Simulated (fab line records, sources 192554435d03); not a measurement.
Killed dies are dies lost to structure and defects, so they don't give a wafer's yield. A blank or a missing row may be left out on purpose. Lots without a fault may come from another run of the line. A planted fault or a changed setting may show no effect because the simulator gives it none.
fab line records | flow n5_finfet
record lots=7 wafers=39
route steps=1938 shown BEOL_M4@1059 BEOL_M6@1230 BEOL_M8@1377 BEOL_M11@1575
start_h: hours from the record's first day to the start of the lot's first wafer shown | wait_h: hours since the lot's step before | " the same as in the row above | L1.1+2: a row that stands for several wafers | - no value, or no start given | * or withheld: withheld | < > ~ a bound
route shown NAME@n: a module of which the file shows steps, and the number in the route of the first | usual: mean/standard deviation of fault-free wafers | same: alike in all rows | chamber/n: place in a boat | sites: the reading at each site | _std_site: their standard deviation | _edge_site: outer sites' mean less inner sites' | radius_mm: how far each site lies from the wafer's centre | mask NAME#n: copy n | behind: the tool/chamber that last shaped the wafer | hold: why the lot was held/for how many hours/how that ended | device: the transistor (n, p or np) that didn't switch | end of line: the same wafers' tests at the end of the route | a step without rows: its recipe alone | killed: dies lost to structure and defects at the first sort, not the wafer's yield | map: a wafer's dies, x killed, . not, _ none there
set.NAME: the setting as run; set.NAME@STEP: as run at that earlier step | model.NAME: the simulator's own value behind a step, which no gauge read
lots whose settings were changed on purpose; a table a step, a row a wafer
## steps
# step N5_BEOL_M4_DESCUM_33
# recipe chemistry=O2 time_s=7 source_power_w=50 bias_power_w=20 pressure_mtorr=20 rf_frequency_hz=2.712e+07 temp_c=40 resist=CAR-EUV o2_flow_sccm=225
# columns lot.wafer tool chamber start_h wait_h set.time_s model.CAR-EUV_of_BEOL_M4_COAT_22.thk_nm
L077.1+2+5 rie_diel-03 3,2,1 176.07 0.6 7 26.2
L077.3+4+6 " 1,0,2 " " 9.816 24.8
L078.1+2+3+4+6 rie_diel-03 3,2,0,1,2 179.82 0.4 7 26
L078.5 " 3 " " 7 25.8
L083.1+3 rie_diel-04 0,1 203.58 0.0 4.039 27.6
L083.2 " 2 " " 4.039 27.4
L083.4+6 " 3 " " 7 26
L083.5 " 2 " " 7 26.2
L084.1+2 rie_diel-02 1,2 209.79 0.2 7 26
L084.3+5+6 " 0,0,3 " " 4.54 27.4
L084.4 " 3 " " 7 26.2
L085.1+5 rie_diel-03 1 273.96 0.0 4.758 27.2
L085.2+4+6 " 0,2,0 " " 7 26
L085.3 " 3 " " 4.758 27
L089.2+3+4 rie_diel-03 3,1,0 285.80 0.2 7 26
L090.1 rie_diel-03 2 285.91 0.1 10.45 24.6
L090.2 " 3 " " 7 26
L090.3+6 " 1 " " 7 26.2
L090.4+5 " 0 " " 10.45 24.4
# step N5_BEOL_M4_ETCH_77
# recipe chemistry=N2/H2 target=underlayer target_depth_a=65 mask_material=CAR-EUV time_s=5.2 ion_energy_ev=200 pressure_mtorr=30 source_w=840 bias_w=150 n2_flow_sccm=200 h2_flow_sccm=200 ends=cleared
# columns lot.wafer tool chamber start_h wait_h set.time_s@BEOL_M4_DESCUM_33 model.CAR-EUV_of_BEOL_M4_COAT_22.thk_nm
L077.1+5 rie_diel-03 3,1 176.11 0.0 7 20.4
L077.2 " 2 " " 7 20.6
L077.3+4 " 1,0 " " 9.816 19
L077.6 " 2 " " 9.816 19.2
L078.1+3+5+6 rie_diel-03 3,0,3,2 179.86 0.0 7 20.2
L078.2+4 " 2,1 " " 7 20.4
L083.1 rie_diel-04 0 203.61 0.0 4.039 22
L083.2 " 2 " " 4.039 21.6
L083.3 " 1 " " 4.039 21.8
L083.4+6 " 3 " " 7 20.2
L083.5 " 2 " " 7 20.4
L084.1+2+4 rie_diel-02 1,2,3 209.83 0.0 7 20.4
L084.3 " 0 " " 4.54 21.8
L084.5+6 " 0,3 " " 4.54 21.6
L085.1+3+5 rie_diel-03 1,3,1 273.99 0.0 4.758 21.4
L085.2+4 " 0,2 " " 7 20.4
L085.6 " 0 " " 7 20.2
L089.2+3+4 rie_diel-03 3,1,0 285.83 0.0 7 20.4
L090.1 rie_diel-03 2 285.94 0.0 10.45 19
L090.2+3+6 " 3,1,1 " " 7 20.4
L090.4 " 0 " " 10.45 18.6
L090.5 " 0 " " 10.45 18.8
# step N5_BEOL_M4_ETCH_69
# recipe chemistry=CF4 target=SiARC target_depth_a=156 mask_material=CAR-EUV time_s=26 ion_energy_ev=80 pressure_mtorr=40 source_w=545 bias_w=36 Ar_flow_sccm=100 cf4_flow_sccm=100 ends=cleared
# step N5_BEOL_M4_ALD_98
# recipe material=SiO2 target_thk_a=25 temp_c=100 ald_precursor_family=BDEAS ald_co_reactant=O2-plasma pulse_time_s=1 co_reactant_pulse_time_s=1 purge_time_s=2 co_reactant_purge_time_s=2 ald_cycles=17 pressure_torr=2
# step N5_BEOL_M4_ETCHBACK_99
# recipe chemistry=CHF3 target=SiO2 target_depth_a=50 time_s=10.4 source_w=215 bias_w=47 Ar_flow_sccm=200 CHF3_flow_sccm=12 ion_energy_ev=100 pressure_mtorr=30
# columns lot.wafer tool chamber start_h wait_h set.time_s@BEOL_M4_DESCUM_33 model.CAR-EUV_of_BEOL_M4_COAT_22.thk_nm
L077.1+2+5 rie_diel-03 0,1,0 178.53 2.3 7 10.6
L077.3+4 " 3,2 " " 9.816 9
L077.6 " 1 " " 9.816 9.2
L078.1+2+3+4+6 rie_diel-02 0,2,2,0,2 180.76 0.8 7 10.4
L078.5 " 0 " " 7 10.2
L083.1 rie_diel-03 2 203.83 0.1 4.039 12
L083.2+3 " 0,1 " " 4.039 11.8
L083.4+5+6 " 3,0,1 " " 7 10.4
L084.1+2 rie_diel-03 0,2 210.05 0.1 7 10.4
L084.3+5+6 " 3,2,1 " " 4.54 11.8
L084.4 " 1 " " 7 10.6
L090.1 rie_diel-02 2 289.07 3.0 10.45 9
L090.2 " 0 " " 7 10.4
L090.3+6 " 3,1 " " 7 10.6
L090.4 " 1 " " 10.45 8.6
L090.5 " 0 " " 10.45 8.8
L085.1+3+5 rie_diel-02 0,1,3 289.45 14.2 4.758 11.4
L085.2+4 " 2,3 " " 7 10.4
L085.6 " 2 " " 7 10.2
L089.2+3+4 rie_diel-03 1,3,2 297.75 11.8 7 10.4
# step N5_BEOL_M6_DESCUM_33
# recipe chemistry=O2 time_s=7 source_power_w=50 bias_power_w=20 pressure_mtorr=20 rf_frequency_hz=2.712e+07 temp_c=40 resist=CAR-EUV o2_flow_sccm=225
# columns lot.wafer tool chamber start_h wait_h set.time_s model.CAR-EUV_of_BEOL_M6_COAT_22.thk_nm
L077.1+4+6 rie_diel-04 3,2,1 200.19 0.0 9.583 24.8
L077.2+3 " 1,0 " " 7 26
L077.5 " 0 " " 7 26.2
L078.1 rie_diel-02 2 202.27 0.0 9.594 24.6
L078.2+4 " 0,1 " " 7 26.2
L078.3 " 1 " " 9.594 24.8
L078.5 " 2 " " 7 26
L078.6 " 0 " " 9.594 25
L083.1+2 rie_diel-04 2,1 221.97 0.0 7 26.2
L083.3 " 0 " " 4.316 27.6
L083.4 " 3 " " 7 26
L083.5+6 " 2,1 " " 4.316 27.4
L084.1 rie_diel-02 0 228.66 0.3 7 26.2
L084.2+6 " 3 " " 4.07 27.6
L084.3+5 " 1,2 " " 7 26
L084.4 " 2 " " 4.07 27.4
L085.1+5 rie_diel-02 0 311.79 0.0 3.092 28
L085.2+3+6 " 2,3,3 " " 7 26
L085.4 " 1 " " 3.092 27.8
L090.1+2 rie_diel-04 1,3 312.10 0.0 7 25.8
L090.3+4+5+6 " 0,2,2,1 " " 7 26
L089.2+3+4 rie_diel-03 0,3,0 320.14 0.0 7 26
# step N5_BEOL_M8_TRENCH_ETCH_37
# recipe chemistry=C4F6/O2 target_depth_a=934.78 target=SiCOH_lowk time_s=31.2 ion_energy_ev=250 pressure_mtorr=30 source_w=345 bias_w=185 Ar_flow_sccm=300 C4F6_flow_sccm=10 O2_flow_sccm=10
# columns lot.wafer tool chamber start_h wait_h set.target_depth_a model.etch.depth_nm model.BEOL_M8.feature_depth_nm model.TiN_of_BEOL_M8_HM_DEP_02.thk_nm
L077.1 rie_diel-03 2 - - 1096 106.4 106.4 17.4
L077.2 " 3 " " 934.78 92.75 92.8 17.6
L077.3 " 0 " " 1096 108.8 108.8 17.2
L077.4 " 1 " " 934.78 91.63 91.6 17.8
L077.5 " 0 " " 934.78 93.16 93.2 17.6
L077.6 " 1 " " 1096 108.4 108.4 17.2
L078.1 rie_diel-03 2 - - 934.78 89.32 89.4 17.4
L078.2 " 1 " " 934.78 91.08 91 17.2
L078.3 " 3 " " 632.3 62.2 62.2 18.4
L078.4 " 0 " " 632.3 61.88 61.8 18.4
L078.5 " 0 " " 934.78 92.05 92 17.6
L078.6 " 3 " " 632.3 62.37 62.4 18.2
L083.1 rie_diel-02 0 - - 509.2 51.18 51.2 18.4
L083.2 " 3 " " 934.78 93.91 94 17.2
L083.3 " 2 " " 934.78 99.18 99.2 17
L083.4 " 1 " " 509.2 51.6 51.6 18.6
L083.5 " 3 " " 934.78 92.9 92.8 17.2
L083.6 " 2 " " 509.2 54.09 54 18.6
L084.1 rie_diel-04 0 - - 934.78 95.55 95.6 17.6
L084.2 " 1 " " 1092 111 111 17.2
L084.3 " 3 " " 1092 111.8 111.8 17.2
L084.4 " 2 " " 1092 110.6 110.6 17.2
L084.5 " 1 " " 934.78 95.4 95.4 17.8
L084.6 " 2 " " 934.78 93.57 93.6 17.6
L090.1 rie_diel-04 1 - - 934.78 93.51 93.6 17.4
L090.2 " 3 " " 934.78 95.97 96 17.2
L090.3 " 2 " " 934.78 93.75 93.8 17.2
L090.4 " 0 " " 934.78 94.78 94.8 17
L090.5 " 1 " " 934.78 94.06 94 17.2
L090.6 " 0 " " 934.78 94.55 94.6 17.2
L085.1 rie_diel-02 1 - - 934.78 94 94 18
L085.2 " 3 " " 549.5 54.61 54.6 18.8
L085.3 " 2 " " 549.5 57.22 57.2 18.8
L085.4 " 0 " " 549.5 54.36 54.4 19
L085.5 " 2 " " 934.78 96.75 96.8 17.8
L085.6 " 1 " " 934.78 93.63 93.6 17.6
L089.2 rie_diel-04 3 - - 934.78 95.9 96 17
L089.3 " 0 " " 934.78 94.15 94.2 17.4
L089.4 " 0 " " 934.78 94.39 94.4 17.2
# step N5_BEOL_M8_ETCH_41
# recipe chemistry=CH3F/O2 target=SiCN target_depth_a=319 taper_deg=2 time_s=57.8 ion_energy_ev=120 mask_material=TiN pressure_mtorr=30 source_w=395 bias_w=75 Ar_flow_sccm=150 CH3F_flow_sccm=30 O2_flow_sccm=20
# step N5_BEOL_M8_STRIP_80
# recipe chemistry=N2/H2 time_s=10 power_w=450 temp_c=40 pressure_mtorr=20 rf_frequency_hz=6e+07 bias_power_w=7 n2_flow_sccm=200 h2_flow_sccm=200
# step N5_BEOL_M8_OCD_MEAS_38
# usual trench_depth_nm=93.8/2
# columns lot.wafer tool chamber start_h wait_h set.target_depth_a@BEOL_M8_TRENCH_ETCH_37 trench_depth_nm
L077.1 ocd-01 - 214.23 - 1096 106.8
L077.2 " - " " 934.78 93.1
L077.3 " - " " 1096 108.5
L077.4 " - " " 934.78 91.7
L077.5 " - " " 934.78 92.6
L077.6 " - " " 1096 108.2
L078.1 ocd-01 - 215.46 - 934.78 89.4
L078.2 " - " " 934.78 91.4
L078.3 " - " " 632.3 62.3
L078.4 " - " " 632.3 62.4
L078.5 " - " " 934.78 92.2
L078.6 " - " " 632.3 62.7
L083.1 ocd-02 - 232.09 - 509.2 51.1
L083.2 " - " " 934.78 94.1
L083.3 " - " " 934.78 99.6
L083.4 " - " " 509.2 51.9
L083.5 " - " " 934.78 93.4
L083.6 " - " " 509.2 54.6
L084.1 ocd-02 - 239.94 - 934.78 95.6
L084.2 " - " " 1092 110.8
L084.3 " - " " 1092 111.8
L084.4 " - " " 1092 110.2
L084.5 " - " " 934.78 95.0
L084.6 " - " " 934.78 93.5
L090.1 ocd-02 - 328.58 - 934.78 93.8
L090.2 " - " " 934.78 96.1
L090.3 " - " " 934.78 94.0
L090.4 " - " " 934.78 94.5
L090.5 " - " " 934.78 94.2
L090.6 " - " " 934.78 94.4
L085.1 ocd-01 - 328.62 - 934.78 94.0
L085.2 " - " " 549.5 54.4
L085.3 " - " " 549.5 57.5
L085.4 " - " " 549.5 54.8
L085.5 " - " " 934.78 97.1
L085.6 " - " " 934.78 94.0
L089.2 ocd-01 - 338.14 - 934.78 95.6
L089.3 " - " " 934.78 94.1
L089.4 " - " " 934.78 94.9
# step N5_BEOL_M8_HM_STRIP_39
# recipe chemistry=peroxide_tin_strip material=TiN target_depth_a=250 temp_c=50 time_s=158
# step N5_BEOL_M8_SRD_40
# recipe time_s=30 temp_c=23 rinse_liquid=diw dry=ipa_marangoni
# step N5_BEOL_M8_ECD_50
# recipe material=Cu target_thk_a=3000
# step N5_BEOL_M8_ANNEAL_51
# recipe temp_c=225 time_s=90 ambient=N2
# step N5_BEOL_M8_CMP_52
# recipe stop_on=SiCOH_lowk t_overpolish_s=6.9 down_force_psi=1 platen_rpm=50 clearing_platen_down_force_psi=1.5 clearing_platen_rpm=50 post_cmp_clean=cu_alkaline target_thk_nm=80 clearing_platen_pad_velocity_m_s=0.99484 pad_velocity_m_s=0.99484
# columns lot.wafer tool chamber start_h wait_h set.target_depth_a@BEOL_M8_TRENCH_ETCH_37 model.Cu_of_BEOL_M8_ECD_50.thk_nm
L077.2 cmp-03 2 216.09 0.4 934.78 79.8
L077.4 " 3 " " 934.78 79
L077.3 " 0 " " 1096 97.4
L077.1 " 1 " " 1096 91.6
L077.5 " 2 " " 934.78 79.6
L077.6 " 3 " " 1096 96.2
L078.4 cmp-03 2 218.01 0.1 632.3 48.4
L078.3 " 3 " " 632.3 50.2
L078.1 " 0 " " 934.78 76.4
L078.2 " 1 " " 934.78 77.4
L078.6 " 2 " " 632.3 48.2
L078.5 " 3 " " 934.78 79.4
L083.1 cmp-04 3 233.74 0.3 509.2 39
L083.2+5 " 0,3 " " 934.78 80.8
L083.4 " 1 " " 509.2 39.4
L083.3 " 2 " " 934.78 88.2
L083.6 " 0 " " 509.2 41.6
L084.4 cmp-04 0 241.52 0.1 1092 97.8
L084.1 " 1 " " 934.78 83.6
L084.2 " 2 " " 1092 100.8
L084.3 " 3 " " 1092 100
L084.6 " 0 " " 934.78 81.4
L084.5 " 1 " " 934.78 83.8
L090.1+6 cmp-02 1,2 330.46 0.3 934.78 80.8
L090.4 " 2 " " 934.78 80.6
L090.2 " 3 " " 934.78 81.6
L090.3 " 0 " " 934.78 78.4
L090.5 " 1 " " 934.78 81
L085.4 cmp-03 0 330.54 0.1 549.5 43.2
L085.1 " 1 " " 934.78 79.6
L085.3 " 2 " " 549.5 44
L085.2 " 3 " " 549.5 42.6
L085.5 " 0 " " 934.78 85
L085.6 " 1 " " 934.78 79.8
L089.2 cmp-03 2 342.65 0.2 934.78 83.8
L089.3 " 3 " " 934.78 81.8
L089.4 " 0 " " 934.78 82.8
# step N5_BEOL_M8_THK_MEAS_53
# recipe thk_meas_gauge=xrf reads=Cu_of_BEOL_M8_ECD_50
# usual M8_THK=80.7/2.7
# columns lot.wafer tool chamber start_h wait_h set.target_depth_a@BEOL_M8_TRENCH_ETCH_37 M8_THK[nm]
L077.1 film_metro-02 - 216.39 - 1096 91.9
L077.2 " - " " 934.78 80.1
L077.3 " - " " 1096 97.8
L077.4 " - " " 934.78 79.4
L077.5 " - " " 934.78 79.7
L077.6 " - " " 1096 96.2
L078.1 film_metro-02 - 218.30 - 934.78 77.1
L078.2 " - " " 934.78 77.6
L078.3 " - " " 632.3 50.5
L078.4 " - " " 632.3 48.9
L078.5 " - " " 934.78 80.3
L078.6 " - " " 632.3 48.8
L083.1 film_metro-01 - 234.04 - 509.2 39.0
L083.2 " - " " 934.78 80.5
L083.3 " - " " 934.78 88.2
L083.4 " - " " 509.2 39.2
L083.5 " - " " 934.78 80.9
L083.6 " - " " 509.2 41.5
L084.1 film_metro-02 - 241.82 - 934.78 83.6
L084.2 " - " " 1092 100.5
L084.3 " - " " 1092 99.8
L084.4 " - " " 1092 97.5
L084.5 " - " " 934.78 83.7
L084.6 " - " " 934.78 81.1
L090.1 film_metro-02 - 330.75 - 934.78 81.6
L090.2 " - " " 934.78 82.2
L090.3 " - " " 934.78 79.0
L090.4 " - " " 934.78 81.1
L090.5 " - " " 934.78 81.7
L090.6 " - " " 934.78 81.5
L085.1 film_metro-01 - 330.83 - 934.78 79.9
L085.2 " - " " 549.5 42.6
L085.3 " - " " 549.5 43.9
L085.4 " - " " 549.5 43.1
L085.5 " - " " 934.78 85.1
L085.6 " - " " 934.78 79.4
L089.2 film_metro-02 - 342.90 - 934.78 84.2
L089.3 " - " " 934.78 82.0
L089.4 " - " " 934.78 82.8
# step N5_BEOL_M8_PRE_CLEAN_55
# recipe gas=NH3 time_s=15 temp_c=withheld rf_power_w=300
# step N5_BEOL_M8_DEP_56
# recipe material=SiCN target_thk_a=100 temp_c=withheld precursor=3MS/NH3 pressure_torr=3 rf_w=202 time_s=17.5
# step N5_BEOL_M8_RS_MEAS_57
# recipe thk_meas_gauge=four-point-probe reads=Cu_of_BEOL_M8_ECD_50+Co_of_BEOL_M8_CVD_78+TaN_of_BEOL_M8_ALD_77
# usual M8_RS=0.283/0.012
# columns lot.wafer tool chamber start_h wait_h set.target_depth_a@BEOL_M8_TRENCH_ETCH_37 M8_RS[ohm/sq]
L077.1 film_metro-02 - 216.52 0.1 1096 0.244
L077.2 " - " " 934.78 0.287
L077.3 " - " " 1096 0.227
L077.4 " - " " 934.78 0.291
L077.5 " - " " 934.78 0.288
L077.6 " - " " 1096 0.231
L078.1 film_metro-02 - 218.46 0.1 934.78 0.301
L078.2 " - " " 934.78 0.297
L078.3 " - " " 632.3 0.504
L078.4 " - " " 632.3 0.525
L078.5 " - " " 934.78 0.288
L078.6 " - " " 632.3 0.530
L083.1 film_metro-02 - 234.17 0.1 509.2 0.696
L083.2 " - " " 934.78 0.282
L083.3 " - " " 934.78 0.255
L083.4 " - " " 509.2 0.687
L083.5 " - " " 934.78 0.282
L083.6 " - " " 509.2 0.639
L084.1 film_metro-02 - 241.95 0.1 934.78 0.271
L084.2 " - " " 1092 0.219
L084.3 " - " " 1092 0.221
L084.4 " - " " 1092 0.226
L084.5 " - " " 934.78 0.271
L084.6 " - " " 934.78 0.279
L090.1 film_metro-02 - 330.88 0.1 934.78 0.282
L090.2 " - " " 934.78 0.279
L090.3 " - " " 934.78 0.292
L090.4 " - " " 934.78 0.283
L090.5 " - " " 934.78 0.282
L090.6 " - " " 934.78 0.283
L085.1 film_metro-01 - 330.96 0.1 934.78 0.286
L085.2 " - " " 549.5 0.618
L085.3 " - " " 549.5 0.596
L085.4 " - " " 549.5 0.607
L085.5 " - " " 934.78 0.267
L085.6 " - " " 934.78 0.286
L089.2 film_metro-01 - 343.03 0.1 934.78 0.270
L089.3 " - " " 934.78 0.278
L089.4 " - " " 934.78 0.275
# step N5_BEOL_M11_VIA_ETCH_34
# recipe chemistry=C4F6/O2 target=SiCOH_lowk target_depth_a=1845 mask_material=SOC taper_deg=4 time_s=69.2 ion_energy_ev=250 pressure_mtorr=30 source_w=345 bias_w=185 Ar_flow_sccm=300 C4F6_flow_sccm=10 O2_flow_sccm=10
# columns lot.wafer tool chamber start_h wait_h set.time_s model.etch.depth_nm model.SOC_of_BEOL_M11_COAT_63.thk_nm
L077.1 rie_diel-05 1 228.97 0.0 69.2 180.6 92.4
L077.2 " 2 " " 31.82 82.57 96.8
L077.3 " 0 " " 69.2 183.9 92.4
L077.4 " 3 " " 69.2 186.8 92.2
L077.5 " 0 " " 31.82 84.87 96.8
L077.6 " 3 " " 31.82 85.22 96.8
L078.1 rie_diel-01 3 231.96 0.0 69.2 180.7 92.2
L078.2 " 1 " " 69.2 181 92.4
L078.3 " 2 " " 46.89 120.9 94.8
L078.4 " 0 " " 46.89 123.1 95
L078.5 " 1 " " 46.89 123.4 95
L078.6 " 2 " " 69.2 178.7 92.4
L083.1 rie_diel-05 0 248.45 0.0 106.8 289.7 88
L083.2 " 1 " " 69.2 181.4 92.4
L083.3 " 3 " " 106.8 287.1 88.4
L083.4 " 2 " " 69.2 182 92.6
L083.5 " 1 " " 106.8 279.3 88.4
L083.6 " 0 " " 69.2 188.4 92.4
L084.1 rie_diel-06 3 257.00 0.0 69.2 182.7 92.4
L084.2 " 0 " " 39.54 104.4 95.6
L084.3 " 2 " " 39.54 105.4 96
L084.4 " 1 " " 69.2 178.1 92.6
L084.5 " 3 " " 39.54 105 95.8
L084.6 " 2 " " 69.2 185.4 92.6
L090.1 rie_diel-05 0 354.23 0.0 81.7 220.9 91
L090.2 " 1 " " 69.2 178.9 92.4
L090.3 " 3 " " 69.2 185.9 92
L090.4 " 2 " " 81.7 215 91
L090.5 " 3 " " 69.2 184.6 92.4
L090.6 " 2 " " 81.7 214.4 91.2
L085.1 rie_diel-06 2 354.37 0.0 69.2 188.1 91.8
L085.2 " 0 " " 69.2 183.9 92.2
L085.3 " 1 " " 52.42 135.3 94.4
L085.4 " 2 " " 52.42 142.6 94.2
L085.5 " 0 " " 52.42 139.9 94.2
L085.6 " 1 " " 69.2 178.3 92.6
L089.2 rie_diel-06 1 369.56 0.0 69.2 179.3 92.2
L089.3 " 2 " " 69.2 187.6 91.4
L089.4 " 3 " " 69.2 185.4 91.8
## key
split step=N5_BEOL_M4_DESCUM_33 setting=time_s stated=7 by=wafer
response step=N5_BEOL_M4_DESCUM_33 reading=model.CAR-EUV_of_BEOL_M4_COAT_22.thk_nm change=-0.035 per=1% r=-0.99
response step=N5_BEOL_M4_ETCH_77 reading=model.CAR-EUV_of_BEOL_M4_COAT_22.thk_nm change=-0.0344 per=1% r=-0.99
response step=N5_BEOL_M4_ETCHBACK_99 reading=model.CAR-EUV_of_BEOL_M4_COAT_22.thk_nm change=-0.0358 per=1% r=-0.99
split step=N5_BEOL_M6_DESCUM_33 setting=time_s stated=7 by=wafer
response step=N5_BEOL_M6_DESCUM_33 reading=model.CAR-EUV_of_BEOL_M6_COAT_22.thk_nm change=-0.0349 per=1% r=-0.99
split step=N5_BEOL_M8_TRENCH_ETCH_37 setting=target_depth_a stated=934.78 by=wafer
response step=N5_BEOL_M8_TRENCH_ETCH_37 reading=model.etch.depth_nm change=+0.935 per=1% r=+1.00
response step=N5_BEOL_M8_TRENCH_ETCH_37 reading=model.BEOL_M8.feature_depth_nm change=+0.935 per=1% r=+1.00
response step=N5_BEOL_M8_TRENCH_ETCH_37 reading=model.TiN_of_BEOL_M8_HM_DEP_02.thk_nm change=-0.0283 per=1% r=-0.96
response step=N5_BEOL_M8_OCD_MEAS_38 reading=trench_depth_nm change=+0.936 per=1% r=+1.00
response step=N5_BEOL_M8_CMP_52 reading=model.Cu_of_BEOL_M8_ECD_50.thk_nm change=+0.931 per=1% r=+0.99
response step=N5_BEOL_M8_THK_MEAS_53 reading=M8_THK change=+0.931 per=1% r=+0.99
response step=N5_BEOL_M8_RS_MEAS_57 reading=M8_RS change=-0.00756 per=1% r=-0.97
split step=N5_BEOL_M11_VIA_ETCH_34 setting=time_s stated=69.2 by=wafer
response step=N5_BEOL_M11_VIA_ETCH_34 reading=model.etch.depth_nm change=+1.84 per=1% r=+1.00
response step=N5_BEOL_M11_VIA_ETCH_34 reading=model.SOC_of_BEOL_M11_COAT_63.thk_nm change=-0.0792 per=1% r=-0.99
